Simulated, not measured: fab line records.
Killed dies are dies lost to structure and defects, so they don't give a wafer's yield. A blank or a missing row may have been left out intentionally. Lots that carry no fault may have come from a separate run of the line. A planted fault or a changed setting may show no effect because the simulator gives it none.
Chamber matching ; flow n5Finfet ; rieDiel-02 running N5_BEOL_M8_ETCH_61: 4 sister chambers
The step etches SiARC in CF4, target depth 45.5 nm, time 75.8 s. 7 wafers are shown with their chamber, then 8 later ones without.

EACH WAFER AND ITS CHAMBER
wafer;chamber;showerheadPlenumPTorr (Torr);drypumpMotorCurrentA (A)
L083.1;0;2.20;5.8
L083.3;1;2.09;5.8
L083.6;0;2.21;5.9
L084.1;1;2.09;5.8
L084.3;3;2.20;5.2
L084.4;2;2.08;5.7
L089.3;2;2.08;5.7

WAFERS WHOSE CHAMBER IS MISSING
wafer;showerheadPlenumPTorr (Torr);drypumpMotorCurrentA (A)
L089.5;2.20;5.2
L089.6;2.08;5.6
L092.1;2.08;5.7
L092.2;2.09;5.8
L092.6;2.20;5.2
L097.2;2.07;5.6
L097.5;2.19;5.2
L097.6;2.19;5.9

WHICH CHAMBER EACH WENT THROUGH
wafer;from the rows above;in truth
L089.5;3;3
L089.6;2;2
L092.1;2;2
L092.2;1;1
L092.6;3;3
L097.2;2;2
L097.5;3;3
L097.6;0;0
Correctly placed: 8 of 8. Left unplaced by these rows: 0. Placed wrongly: 0.
How it was worked out, from the rows above alone: a wafer's distance from a chamber is the root of the sum, over the readings, of the square of ((its reading less the chamber's mean) divided by the reading's scatter). If the next closest chamber is less than 2 further off than the closest, the wafer can't be placed; otherwise it belongs to the closest. The mean given for a chamber averages the wafers shown for that chamber. The scatter: take each reading less its chamber's mean, square it, sum over the shown wafers, divide by the number of wafers less the number of chambers, and take the root.
